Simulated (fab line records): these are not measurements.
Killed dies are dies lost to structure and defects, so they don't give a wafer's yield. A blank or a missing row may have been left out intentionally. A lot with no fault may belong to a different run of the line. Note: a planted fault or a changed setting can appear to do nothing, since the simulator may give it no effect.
fab line records ; flow n5-finfet
record: lots: 6; wafers: 18; last-day: 18
route steps=1938 shown HKMG_FIN@438 BEOL_M4@1111 PASSIVATION@1936
lots with no fault: from the same line, run without faults
start-h: hours from the record's first day to the start of the lot's first wafer shown ; wait-h: hours elapsed since this lot's preceding step ; " the same as in the row above ; L1.1+2: a row that stands for several wafers ; - either no value or no given start ; * or withheld: withheld ; < > ~ a bound
route shown NAME@n: a module of which the file shows steps, and the number in the route of the first ; usual: mean/standard deviation taken from wafers without a fault ; same: alike in all rows ; chamber/n: place in a boat ; sites: readings site by site ; _std_site: the values' standard deviation ; _edge_site: outer sites' mean less inner sites' ; radius-mm: how far each site lies from the wafer's centre ; mask NAME#n: copy n ; behind: the last tool/chamber to shape the wafer ; hold: why the lot was held/for how many hours/how that ended ; device: which transistor (n, p or np) failed to switch ; end of line: the tests these same wafers got at the end of their route ; for a step that has no rows: nothing shown but its recipe ; killed: count of dies lost to structure and defects at first sort (not the wafer's yield) ; map: the dies of a wafer, with x for killed, . for not killed, _ for no die there
set.NAME: the run value of the setting; set.NAME@STEP: its run value at that earlier step ; model.NAME: the simulator's own value behind a step, which no gauge read
lots at some steps of the route; a table a step, a row a wafer
services: from which hour (start-h, from the record's first day; less than 0 if before it) a tool's chamber was out of use, for how many hours, and why
== steps ==
step: N5_HKMG_FIN_ETCH_35
recipe: chemistry: N2/H2; target: SOC; target-depth-a: 2158; ion-energy-ev: 65; bias-w: 5; source-w: 3000; time-s: 243.4; pressure-mtorr: 30; n2-flow-sccm: 200; h2-flow-sccm: 200
usual: drypump-motor-current-A: 6.0/0.55; oes-product-au: 0.77/0.056; rf-vpp-V: 141.7/1; showerhead-plenum-p-Torr: 2.55/0.074; throttle-valve-pct: 17.8/0.3
lot.wafer;tool;chamber;start-h;wait-h;drypump-motor-current-A;oes-product-au;rf-hours-counter-h;rf-vpp-V;showerhead-plenum-p-Torr;throttle-valve-pct
L507.1;rie-diel-02;1;87.03;0.0;6.7;0.86;44;143.2;2.69;17.3
L507.2;rie-diel-02;0;87.03;0.0;5.7;0.81;113;142.4;2.55;17.7
L507.5;rie-diel-02;1;87.03;0.0;6.7;0.87;-;142.5;2.69;17.3
L510.3;rie-diel-06;3;105.17;0.0;5.0;0.73;156;141.6;2.45;17.5
L510.5;rie-diel-06;3;105.17;0.0;5.0;0.73;-;140.3;2.45;17.5
L510.6;rie-diel-06;2;105.17;0.0;4.9;0.69;-;142.6;2.63;18.2
L516.1;rie-diel-06;2;141.94;0.0;4.9;0.68;195;141.2;2.63;18.2
L516.3;rie-diel-06;3;141.94;0.0;5.0;0.72;168;141.2;2.44;17.5
L516.6;rie-diel-06;3;141.94;0.0;5.0;0.73;-;140.0;2.44;17.5
L517.2;rie-diel-02;0;147.50;0.0;5.7;0.79;134;139.2;2.54;17.7
L517.4;rie-diel-02;3;147.50;0.0;5.7;0.73;190;142.9;2.51;17.9
L517.6;rie-diel-02;2;147.50;0.0;6.1;0.78;-;142.9;2.57;17.9
L518.1;rie-diel-02;3;157.49;0.0;5.7;0.74;195;141.3;2.51;17.9
L518.2;rie-diel-02;2;157.49;0.0;6.1;0.77;102;141.8;2.57;17.9
L518.5;rie-diel-02;2;157.49;0.0;6.1;0.77;-;142.1;2.57;17.9
L528.2;rie-diel-02;0;217.12;0.0;5.7;0.77;160;143.1;2.53;17.8
L528.3;rie-diel-02;3;217.12;0.0;5.7;0.71;216;142.5;2.50;18.0
L528.4;rie-diel-02;1;217.12;0.0;6.7;0.81;91;143.1;2.67;17.4
step: N5_HKMG_FIN_STRIP_92
recipe: chemistry: N2/H2; material: SOC; time-s: 20; power-w: 500; temp-c: 40; pressure-mtorr: 50; rf-frequency-hz: 6e+07; bias-power-w: 8; h2-frac: 0.5; n2-flow-sccm: 300; h2-flow-sccm: 300
usual: drypump-motor-current-A: 6.0/0.55; oes-product-au: 0.77/0.056; rf-vpp-V: 54.2/0.94; showerhead-plenum-p-Torr: 3.36/0.093; throttle-valve-pct: 18.9/0.43
lot.wafer;tool;chamber;start-h;wait-h;drypump-motor-current-A;oes-product-au;rf-hours-counter-h;rf-vpp-V;showerhead-plenum-p-Torr;throttle-valve-pct
L507.1;rie-diel-02;1;87.18;0.1;6.7;0.87;44;54.3;3.54;18.1
L507.2;rie-diel-02;0;87.18;0.1;5.7;0.81;113;56.2;3.36;18.6
L507.5;rie-diel-02;1;87.18;0.1;6.7;0.88;-;54.5;3.54;18.1
L510.3;rie-diel-06;3;105.32;0.1;5.0;0.74;156;53.9;3.24;18.6
L510.5;rie-diel-06;3;105.32;0.1;5.1;0.73;-;53.2;3.24;18.6
L510.6;rie-diel-06;2;105.32;0.1;4.9;0.69;-;53.5;3.47;19.2
L516.1;rie-diel-06;2;142.09;0.1;4.9;0.68;195;54.7;3.47;19.3
L516.3;rie-diel-06;3;142.09;0.1;5.0;0.73;169;54.8;3.23;18.6
L516.6;rie-diel-06;3;142.09;0.1;5.0;0.74;-;53.7;3.23;18.6
L517.2;rie-diel-02;0;147.65;0.1;5.7;0.78;134;54.6;3.35;18.6
L517.4;rie-diel-02;3;147.65;0.1;5.7;0.74;190;55.1;3.31;19.0
L517.6;rie-diel-02;2;147.65;0.1;6.1;0.77;-;53.5;3.40;19.0
L518.1;rie-diel-02;3;157.64;0.1;5.8;0.73;195;53.9;3.31;19.0
L518.2;rie-diel-02;2;157.64;0.1;6.1;0.77;102;53.3;3.39;19.0
L518.5;rie-diel-02;2;157.64;0.1;6.1;0.78;-;54.1;3.39;19.0
L528.2;rie-diel-02;0;217.27;0.1;5.7;0.77;160;55.2;3.34;18.7
L528.3;rie-diel-02;3;217.27;0.1;5.7;0.72;216;53.4;3.30;19.0
L528.4;rie-diel-02;1;217.27;0.1;6.7;0.81;91;54.7;3.51;18.2
step: N5_HKMG_FIN_WET_ETCH_18
recipe: chemistry: SC1; target: TiN; mix: 1:1:5; temp-c: *; time-s: 55; target-depth-nm: 5.2; dry: ipa-marangoni; rinse-time-s: 30; rinse-temp-c: 23
step: N5_HKMG_FIN_STRIP_19
recipe: chemistry: N2/H2; power-w: 2500; temp-c: 300; h2-frac: 0.65; time-s: 360; pressure-mtorr: withheld; n2-flow-sccm: 1750; h2-flow-sccm: 3250
step: N5_HKMG_FIN_ALD_91
recipe: material: TiN; target-thk-a: 10; temp-c: 400; ald-precursor-family: TiCl4; ald-co-reactant: NH3; pulse-time-s: 1; purge-time-s: 3; co-reactant-purge-time-s: 2; co-reactant-pulse-time-s: 2; ald-cycles: 47; pressure-torr: 3
usual: heater-power-w: 843/87; precursor-pulse-height-rel: 1.002/0.018; susceptor-temp-C: 400.01/0.22
same: co-reactant-pulse-time-s: 2
lot.wafer;tool;chamber;start-h;wait-h;heater-power-w;precursor-pulse-height-rel;susceptor-temp-C
L507.1;ald-metal-04;3;87.71;0.3;865;1.028;399.78
L507.2;ald-metal-04;1;87.71;0.3;834;1.009;400.23
L507.5;ald-metal-04;3;87.71;0.3;860;1.002;399.71
L510.3;ald-metal-01;2;105.99;0.1;881;0.977;399.81
L510.5;ald-metal-01;3;105.99;0.1;726;1.021;399.88
L510.6;ald-metal-01;2;105.99;0.1;873;0.965;400.11
L516.1;ald-metal-01;0;142.61;0.3;941;1.018;400.11
L516.3;ald-metal-01;1;142.61;0.3;878;0.985;400.09
L516.6;ald-metal-01;3;142.61;0.3;740;1.019;400.29
L517.2;ald-metal-04;3;148.18;0.3;873;1.017;399.86
L517.4;ald-metal-04;1;148.18;0.3;840;0.998;399.61
L517.6;ald-metal-04;0;148.18;0.3;758;1.003;400.28
L518.1;ald-metal-01;3;158.17;0.3;731;0.991;400.00
L518.2;ald-metal-01;1;158.17;0.3;856;0.997;399.96
L518.5;ald-metal-01;1;158.17;0.3;874;0.995;399.92
L528.2;ald-metal-01;1;217.80;0.3;837;0.989;399.93
L528.3;ald-metal-01;3;217.80;0.3;744;1.003;399.77
L528.4;ald-metal-01;0;217.80;0.3;902;1.021;399.87
step: N5_HKMG_FIN_COAT_85
recipe: resist: SOC; temp-c: 250; time-s: 60; spin-rpm: 1500; resist-thk-nm: 300
step: N5_HKMG_FIN_ETCH_86
recipe: chemistry: N2/H2; target: SOC; target-depth-a: 3932; stop-on: TiN; ion-energy-ev: 100; bias-w: 61; pressure-mtorr: 30; source-w: 850; n2-flow-sccm: 200; h2-flow-sccm: 200
usual: drypump-motor-current-A: 5.9/0.58; oes-product-au: 0.77/0.059; rf-vpp-V: 240.5/1.3; showerhead-plenum-p-Torr: 2.53/0.074; throttle-valve-pct: 17.8/0.32
lot.wafer;tool;chamber;start-h;wait-h;drypump-motor-current-A;oes-product-au;rf-hours-counter-h;rf-vpp-V;showerhead-plenum-p-Torr;throttle-valve-pct
L507.1;rie-diel-02;0;88.05;-;5.7;0.81;113;240.3;2.55;17.7
L507.2;rie-diel-02;2;88.05;-;6.1;0.82;75;241.1;2.58;17.8
L507.5;rie-diel-02;0;88.05;-;5.7;0.81;-;240.4;2.54;17.7
L510.3;rie-diel-06;1;106.33;-;5.5;0.73;160;238.5;2.43;18.2
L510.5;rie-diel-06;2;106.33;-;4.9;0.70;-;242.0;2.63;18.2
L510.6;rie-diel-06;1;106.33;-;5.5;0.73;-;240.5;2.43;18.2
L516.1;rie-diel-06;2;143.01;-;4.9;0.69;196;241.4;2.63;18.2
L516.3;rie-diel-06;1;143.01;-;5.5;0.72;173;240.7;2.43;18.2
L516.6;rie-diel-06;1;143.01;-;5.5;0.71;-;240.0;2.43;18.2
L517.2;rie-diel-02;2;148.81;-;6.1;0.79;98;240.4;2.57;17.8
L517.4;rie-diel-02;3;148.81;-;5.7;0.71;190;241.7;2.51;17.9
L517.6;rie-diel-02;0;148.81;-;5.7;0.79;-;240.9;2.54;17.7
L518.1;rie-diel-06;3;158.53;-;5.0;0.73;172;238.7;2.44;17.5
L518.2;rie-diel-06;0;158.53;-;5.8;0.70;208;238.6;2.41;18.1
L518.5;rie-diel-06;2;158.53;-;4.9;0.69;-;241.8;2.63;18.2
L528.2;rie-diel-02;1;218.14;-;6.7;0.80;92;241.4;2.67;17.4
L528.3;rie-diel-02;2;218.14;-;6.1;0.76;124;239.9;2.56;17.9
L528.4;rie-diel-02;0;218.14;-;5.7;0.77;160;241.1;2.53;17.7
step: N5_HKMG_FIN_STRIP_89
recipe: chemistry: N2/H2; material: SOC; time-s: 20; power-w: 500; temp-c: 40; pressure-mtorr: 50; rf-frequency-hz: 6e+07; bias-power-w: 8; h2-frac: 0.5; n2-flow-sccm: 300; h2-flow-sccm: 300
step: N5_HKMG_FIN_WET_ETCH_87
recipe: chemistry: SC1; target: TiN; mix: 1:2:40; temp-c: 50; time-s: 154.2; target-depth-nm: 4.7; dry: ipa-marangoni; rinse-time-s: 30; rinse-temp-c: 23
step: N5_HKMG_FIN_STRIP_88
recipe: chemistry: N2/H2; power-w: 2500; temp-c: 300; h2-frac: 0.65; time-s: 360; pressure-mtorr: withheld; n2-flow-sccm: 1750; h2-flow-sccm: 3250
step: N5_HKMG_FIN_NWFM_ALD_20
recipe: material: TiAlC; target-thk-a: 20; temp-c: 300; ald-precursor-family: TiCl4; ald-co-reactant: TEA; pulse-time-s: 3; purge-time-s: 2; co-reactant-purge-time-s: 2; co-reactant-pulse-time-s: 10; ald-cycles: 7; pressure-torr: 3
usual: heater-power-w: 468/52; precursor-pulse-height-rel: 0.997/0.019; susceptor-temp-C: 299.99/0.21
same: co-reactant-pulse-time-s: 10
lot.wafer;tool;chamber;start-h;wait-h;heater-power-w;precursor-pulse-height-rel;susceptor-temp-C
L507.1;ald-metal-03;1;88.68;0.3;432;0.978;299.79
L507.2;ald-metal-03;0;88.68;0.3;493;0.997;299.91
L507.5;ald-metal-03;2;88.68;0.3;615;1.005;300.48
L510.3;ald-metal-03;3;106.97;0.1;408;0.959;299.94
L510.5;ald-metal-03;3;106.97;0.1;421;0.996;299.90
L510.6;ald-metal-03;2;106.97;0.1;603;1.033;299.79
L516.1;ald-metal-04;0;143.64;0.3;420;0.973;300.06
L516.3;ald-metal-04;3;143.64;0.3;484;1.020;300.32
L516.6;ald-metal-04;1;143.64;0.3;462;0.997;300.00
L517.2;ald-metal-04;3;149.44;0.3;498;0.973;299.87
L517.4;ald-metal-04;2;149.44;0.3;428;1.000;300.00
L517.6;ald-metal-04;2;149.44;0.3;426;0.997;299.90
L518.1;ald-metal-04;2;159.17;0.3;435;1.019;299.54
L518.2;ald-metal-04;1;159.17;0.3;471;0.986;300.26
L518.5;ald-metal-04;1;159.17;0.3;468;0.984;300.22
L528.2;ald-metal-03;1;218.77;0.3;448;0.997;300.15
L528.3;ald-metal-03;3;218.77;0.3;414;0.984;299.65
L528.4;ald-metal-03;0;218.77;0.3;497;1.004;299.77
step: N5_HKMG_FIN_ALD_71
recipe: material: TiN; target-thk-a: 10; temp-c: 400; ald-precursor-family: TiCl4; ald-co-reactant: NH3; pulse-time-s: 1; purge-time-s: 3; co-reactant-purge-time-s: 2; co-reactant-pulse-time-s: 2; ald-cycles: 47; pressure-torr: 3
step: N5_HKMG_FIN_COAT_66
recipe: resist: SOC; temp-c: 250; time-s: 60; spin-rpm: 1500; resist-thk-nm: 300
usual: chill-plate-temp-C: 22.98/0.12; run-length-s: 66.02/0.26; spin-speed-rpm: 1500.1/0.89
lot.wafer;tool;chamber;start-h;wait-h;chill-plate-temp-C;run-length-s;spin-speed-rpm
L507.1;litho-track-03;0;89.06;0.2;23.06;66.08;1498.9
L507.2;litho-track-03;0;89.06;0.2;23.14;66.10;1500.0
L507.5;litho-track-03;0;89.06;0.2;23.21;66.07;1500.2
L510.3;litho-track-01;0;107.35;0.2;22.86;65.70;1501.0
L510.5;litho-track-01;0;107.35;0.2;23.12;65.95;1500.4
L510.6;litho-track-01;0;107.35;0.2;23.11;65.78;1501.6
L516.1;litho-track-01;0;144.02;0.2;22.98;76.32;1500.2
L516.3;litho-track-01;0;144.02;0.2;23.00;76.41;1500.8
L516.6;litho-track-01;0;144.02;0.2;22.80;76.33;1499.4
L517.2;litho-track-03;0;149.82;0.2;22.91;66.03;1501.1
L517.4;litho-track-03;0;149.82;0.2;23.04;66.05;1499.8
L517.6;litho-track-03;0;149.82;0.2;22.86;66.08;1499.7
L518.1;litho-track-01;0;159.54;0.2;23.09;76.67;1499.1
L518.2;litho-track-01;0;159.54;0.2;23.02;76.41;1501.3
L518.5;litho-track-01;0;159.54;0.2;23.12;76.48;1500.2
L528.2;litho-track-01;0;219.15;0.2;22.98;65.89;1498.0
L528.3;litho-track-01;0;219.15;0.2;22.94;65.91;1500.0
L528.4;litho-track-01;0;219.15;0.2;22.94;65.65;1500.1
step: N5_HKMG_FIN_ETCH_67
recipe: chemistry: N2/H2; target: SOC; target-depth-a: 3889; stop-on: TiN; ion-energy-ev: 100; bias-w: 61; pressure-mtorr: 30; source-w: 850; n2-flow-sccm: 200; h2-flow-sccm: 200
step: N5_BEOL_M4_RC_MEAS_101
usual: DIBL_N: 36.3/2; DIBL_P: 36.3/2.4; IOFF_N: 0.16/0.034; IOFF_P: 0.21/0.035; ION_N: 672/12; ION_P: 459/6.5; SS_N: 71.6/0.67; SS_P: 73.3/0.71; VT_N: 250/3.5; VT_P: -251/3
lot.wafer;tool;chamber;start-h;wait-h;DIBL_N[mV/V];DIBL_P[mV/V];IOFF_N[nA/um];IOFF_P[nA/um];ION_N[uA/um];ION_P[uA/um];SS_N[mV/dec];SS_P[mV/dec];VT_N[mV];VT_P[mV]
L507.1;prober-02;0;175.37;0.0;35.2;34.8;0.14;0.20;678;464;71.0;73.2;253;-249
L507.2;prober-02;0;175.37;0.0;33.0;32.0;0.11;0.16;658;454;70.8;72.1;256;-253
L507.5;prober-02;0;175.37;0.0;31.8;31.1;0.10;0.15;654;456;70.5;71.9;256;-256
L510.3;prober-02;0;197.49;0.3;34.1;32.5;0.12;0.14;653;445;71.0;73.4;254;-256
L510.5;prober-02;0;197.49;0.3;35.1;33.9;0.13;0.16;660;450;70.7;73.1;254;-256
L510.6;prober-02;0;197.49;0.3;36.3;35.6;0.15;0.18;668;451;72.3;73.4;251;-254
L516.1;prober-01;0;255.59;0.0;36.2;38.1;0.17;0.23;669;455;72.1;73.3;249;-248
L516.3;prober-01;0;255.59;0.0;37.3;39.0;0.19;0.25;680;465;72.2;73.6;248;-249
L516.6;prober-01;0;255.59;0.0;34.6;35.8;0.13;0.19;659;456;71.1;71.8;254;-253
L517.2;prober-02;0;260.28;0.2;40.1;40.2;0.22;0.26;698;473;71.9;73.5;244;-249
L517.4;prober-02;0;260.28;0.2;38.7;37.5;0.16;0.21;667;456;72.5;73.5;250;-251
L517.6;prober-02;0;260.28;0.2;38.3;36.6;0.15;0.20;662;453;71.8;73.2;251;-252
L518.1;prober-01;0;261.26;0.0;39.2;41.3;0.21;0.29;671;462;72.9;74.2;249;-248
L518.2;prober-01;0;261.26;0.0;38.7;40.3;0.22;0.28;682;465;73.0;75.1;249;-242
L518.5;prober-01;0;261.26;0.0;36.1;38.5;0.17;0.24;670;455;72.0;75.0;253;-247
L528.2;prober-01;0;326.54;0.2;38.5;39.2;0.23;0.26;693;467;72.8;73.9;242;-247
L528.3;prober-01;0;326.54;0.2;37.8;38.4;0.23;0.26;685;459;72.2;73.7;243;-247
L528.4;prober-01;0;326.54;0.2;38.6;39.4;0.23;0.26;686;460;71.8;74.3;244;-245
step: N5_PASSIVATION_PROBE_49
usual: defect-limited-yield: 91.4/1.5; killed_at_M0_to_M3: 33/11; killed_at_M4_up: 14/5.3; killed-at-contacts: 13/6.2; killed-at-front-end: 39/13; killed-at-other: 3.1/2.8; killed-dies: 102/17; killed-open: 68/13; killed-short: 32/7.8; sort_bin_5_function: 5.1/0.95; sort_bin_6_memory: 3.2/0.7; sort_bin_8_speed: 0.02/0.16; sort-n-pass: 1078/18; sort-yield-pct: 91.3/1.5
same: gross-dies: 1180; killed-at-back-side: 0; sort_bin_4_leakage[%]: 0
lot.wafer;tool;chamber;start-h;wait-h;defect-limited-yield[%];killed_at_M0_to_M3;killed_at_M4_up;killed-at-contacts;killed-at-front-end;killed-at-other;killed-dies;killed-open;killed-short;sort_bin_5_function[%];sort_bin_6_memory[%];sort_bin_8_speed[%];sort-n-pass;sort-yield-pct[%]
L507.1;prober-02;-;281.23;0.0;93.5;29;12;17;18;1;77;55;22;3.5;2.8;0;1103;93.5
L507.2;prober-02;-;281.28;0.1;92.6;35;12;11;28;1;87;62;24;4.6;2.5;0;1093;92.6
L507.5;prober-02;-;281.43;0.2;90.7;29;19;14;47;1;110;81;29;5.2;3.7;0;1070;90.7
L510.3;prober-01;-;310.09;0.1;92.3;43;12;6;29;1;91;57;33;4.9;2.5;0;1089;92.3
L510.5;prober-01;-;310.19;0.2;91.8;37;14;17;28;1;97;65;32;4.7;3.3;0;1083;91.8
L510.6;prober-01;-;310.24;0.3;91.9;42;10;10;31;2;95;60;34;3.8;3.8;0.08;1085;91.9
L516.1;prober-02;-;359.14;0.0;91.4;16;18;19;46;2;101;69;32;5.0;3.2;0;1079;91.4
L516.3;prober-02;-;359.24;0.1;90.0;24;17;14;58;5;118;68;46;5.6;3.8;0;1062;90.0
L516.6;prober-02;-;359.39;0.3;92.1;21;19;16;29;8;93;55;30;4.2;3.0;0;1087;92.1
L517.2;prober-01;-;371.75;0.1;90.9;38;22;9;33;5;107;72;34;5.8;3.0;0;1073;90.9
L517.4;prober-01;-;371.85;0.2;93.5;23;16;7;29;2;77;55;22;4.0;2.3;0;1103;93.5
L517.6;prober-01;-;371.95;0.3;89.0;40;34;9;38;9;130;89;39;5.8;4.9;0;1050;89.0
L518.1;prober-01;-;373.06;0.0;89.7;15;16;17;73;1;122;81;41;5.9;4.0;0;1058;89.7
L518.2;prober-01;-;373.11;0.1;92.3;22;10;15;42;2;91;54;35;4.3;2.9;0;1089;92.3
L518.5;prober-01;-;373.26;0.2;90.2;31;12;23;40;10;116;77;38;5.8;3.4;0;1064;90.2
L528.2;prober-02;-;434.76;0.2;90.3;23;10;16;63;2;114;83;28;6.9;2.5;0;1066;90.3
L528.3;prober-02;-;434.81;0.2;91.5;32;9;16;39;4;100;69;28;5.3;3.0;0;1080;91.5
L528.4;prober-02;-;434.86;0.3;91.3;29;13;25;34;2;103;70;30;6.1;2.2;0;1077;91.3
killed by level:class
L507.1 MOL_CONTACT_COAG:geometric-particle:open=12 BEOL_M2:geometric-particle:open=12 BEOL_M4:geometric-particle:open=7 MOL_CONTACT_COAG:geometric-particle:short=5 BEOL_M1:geometric-particle:open=4 BEOL_M2:geometric-particle:short=4 BEOL_M3:geometric-particle:open=4 FIN_SAQP:geometric-particle:short=3
L507.2 BEOL_M2:geometric-particle:open=11 STI_FIN_REVEAL:geometric-particle:open=8 BEOL_M3:geometric-particle:open=8 MOL_CONTACT_COAG:geometric-particle:open=6 BEOL_M0_SAQP:geometric-particle:open=6 MOL_CONTACT_COAG:geometric-particle:short=4 BEOL_M0_SAQP:geometric-particle:short=4 STARTING-WAFER:geometric-particle:short=4
L507.5 MOL_CONTACT_COAG:geometric-particle:open=13 BEOL_M2:geometric-particle:open=10 FIN_SAQP:geometric-particle:open=9 STI_FIN_REVEAL:geometric-particle:open=7 DUMMY_GATE:geometric-particle:open=7 BEOL_M2:geometric-particle:short=7 FIN_SAQP:geometric-particle:short=5 BEOL_M4:geometric-particle:open=5
L510.3 BEOL_M3:geometric-particle:open=12 FIN_SAQP:geometric-particle:short=11 BEOL_M0_SAQP:geometric-particle:open=9 FIN_SAQP:geometric-particle:open=7 BEOL_M0_SAQP:geometric-particle:short=6 BEOL_M4:geometric-particle:open=6 MOL_CONTACT_COAG:geometric-particle:open=5 BEOL_M1:geometric-particle:open=5
L510.5 MOL_CONTACT_COAG:geometric-particle:open=12 BEOL_M0_SAQP:geometric-particle:open=8 FIN_SAQP:geometric-particle:short=6 BEOL_M3:geometric-particle:open=6 MOL_CONTACT_COAG:geometric-particle:short=5 BEOL_M0:geometric-particle:open=5 BEOL_M2:geometric-particle:open=5 BEOL_M4:geometric-particle:open=5
L510.6 BEOL_M0_SAQP:geometric-particle:short=13 MOL_CONTACT_COAG:geometric-particle:open=9 BEOL_M0_SAQP:geometric-particle:open=9 FIN_SAQP:geometric-particle:short=7 BEOL_M3:geometric-particle:open=6 BEOL_M0:geometric-particle:open=6 FIN_SAQP:geometric-particle:open=5 STI_FIN_REVEAL:geometric-particle:open=5
L516.1 STI_FIN_REVEAL:geometric-particle:open=12 MOL_CONTACT_COAG:geometric-particle:open=11 FIN_SAQP:geometric-particle:open=8 BEOL_M4:geometric-particle:open=8 MOL_CONTACT_COAG:geometric-particle:short=8 FIN_SAQP:geometric-particle:short=4 GATE_CUT:geometric-particle:open=4 BEOL_M1:geometric-particle:open=4
L516.3 FIN_SAQP:geometric-particle:short=20 MOL_CONTACT_COAG:geometric-particle:open=12 STI_FIN_REVEAL:geometric-particle:open=9 FIN_SAQP:geometric-particle:open=7 BEOL_M3:geometric-particle:open=6 BEOL_M2:geometric-particle:open=5 BEOL_M4:geometric-particle:open=5 DUMMY_GATE:geometric-particle:open=4
L516.6 MOL_CONTACT_COAG:geometric-particle:open=11 BEOL_M4:geometric-particle:open=9 HKMG_FIN:area-etch=6 MIM_TOP_ETCH:geometric-particle:short=5 MOL_CONTACT_COAG:geometric-particle:short=5 BEOL_M2:geometric-particle:open=5 BEOL_M0_SAQP:geometric-particle:short=4 BEOL_M3:geometric-particle:open=4
L517.2 FIN_SAQP:geometric-particle:open=12 BEOL_M4:geometric-particle:open=11 BEOL_M1:geometric-particle:open=10 BEOL_M0_SAQP:geometric-particle:short=8 MOL_CONTACT_COAG:geometric-particle:open=7 BEOL_M0_SAQP:geometric-particle:open=6 BEOL_M2:geometric-particle:open=6 DUMMY_GATE:geometric-particle:open=4
L517.4 BEOL_M4:geometric-particle:open=11 BEOL_M3:geometric-particle:open=8 STI_FIN_REVEAL:geometric-particle:open=6 MOL_CONTACT_COAG:geometric-particle:open=5 BEOL_M0_SAQP:geometric-particle:short=4 FIN_SAQP:geometric-particle:open=3 FIN_SAQP:geometric-particle:short=3 BEOL_M1:geometric-particle:open=3
L517.6 BEOL_M4:geometric-particle:open=18 FIN_SAQP:geometric-particle:short=12 BEOL_M2:geometric-particle:open=10 MOL_CONTACT_COAG:geometric-particle:open=9 BEOL_M3:geometric-particle:open=8 FIN_SAQP:geometric-particle:open=7 BEOL_M0_SAQP:geometric-particle:open=7 BEOL_M1:geometric-particle:open=7
L518.1 STI_FIN_REVEAL:geometric-particle:open=28 MOL_CONTACT_COAG:geometric-particle:open=12 GATE_CUT:geometric-particle:short=10 GATE_CUT:geometric-particle:open=7 FIN_SAQP:geometric-particle:short=5 FIN_SAQP:geometric-particle:open=5 STI_FIN_REVEAL:geometric-particle:short=5 MOL_CONTACT_COAG:geometric-particle:short=5
L518.2 FIN_SAQP:geometric-particle:short=13 STI_FIN_REVEAL:geometric-particle:open=12 MOL_CONTACT_COAG:geometric-particle:open=9 BEOL_M4:geometric-particle:open=7 MOL_CONTACT_COAG:geometric-particle:short=6 BEOL_M2:geometric-particle:open=6 BEOL_M0_SAQP:geometric-particle:open=5 BEOL_M1:geometric-particle:open=5
L518.5 MOL_CONTACT_COAG:geometric-particle:open=15 STI_FIN_REVEAL:geometric-particle:open=11 BEOL_M2:geometric-particle:open=10 MOL_CONTACT_COAG:geometric-particle:short=8 BEOL_M3:geometric-particle:open=8 BEOL_M4:geometric-particle:open=8 GATE_CUT:geometric-particle:short=6 FIN_SAQP:geometric-particle:short=5
L528.2 STI_FIN_REVEAL:geometric-particle:open=16 MOL_CONTACT_COAG:geometric-particle:open=15 FIN_SAQP:geometric-particle:open=8 BEOL_M1:geometric-particle:open=7 DUMMY_GATE:geometric-particle:open=6 GATE_CUT:geometric-particle:short=6 STARTING-WAFER:geometric-particle:open=6 BEOL_M2:geometric-particle:open=6
L528.3 STI_FIN_REVEAL:geometric-particle:open=20 MOL_CONTACT_COAG:geometric-particle:open=14 BEOL_M0_SAQP:geometric-particle:short=10 BEOL_M0_SAQP:geometric-particle:open=5 BEOL_M1:geometric-particle:open=5 BEOL_M3:geometric-particle:open=5 GATE_CUT:geometric-particle:short=4 GATE_CUT:geometric-particle:open=3
L528.4 MOL_CONTACT_COAG:geometric-particle:open=19 BEOL_M1:geometric-particle:open=10 GATE_CUT:geometric-particle:open=6 MOL_CONTACT_COAG:geometric-particle:short=6 BEOL_M0_SAQP:geometric-particle:open=5 BEOL_M2:geometric-particle:open=5 ILD0:geometric-particle:short=5 FIN_SAQP:geometric-particle:open=4
== services ==
tool;chamber;start-h;hours;kind
ald-metal-04;1;75.55;3.7;repair
rie-diel-02;1;96.54;4.5;repair
ald-metal-03;1;98.43;5.5;repair
rie-diel-06;2;122.85;3.9;repair
rie-diel-06;0;138.95;18.3;repair
litho-track-01;-;170.04;-;consumable-replace:filter
ald-metal-03;-;178.80;1.6;repair
ald-metal-04;0;188.48;10.4;repair
rie-diel-02;-;212.23;1.0;repair
== key ==
first-sign: step: N5_HKMG_FIN_COAT_66; reading: run-length-s; direction: up; sigmas: 39; usual: *; struck: *
effect none on later readings
met-at N5_HKMG_FIN_COAT_66
struck-wafers L516.1,L516.3,L516.6,L518.1,L518.2,L518.5
onset-between 107.35 144.02
fault: kind: process-parameter-drift; tool: litho-track-01; chamber: -; onset-h: 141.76; steps: N5_HKMG_FIN_COAT_66; channel: time-s; offset: *; shape: step; end-h: 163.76; acts-in: *; stated: *
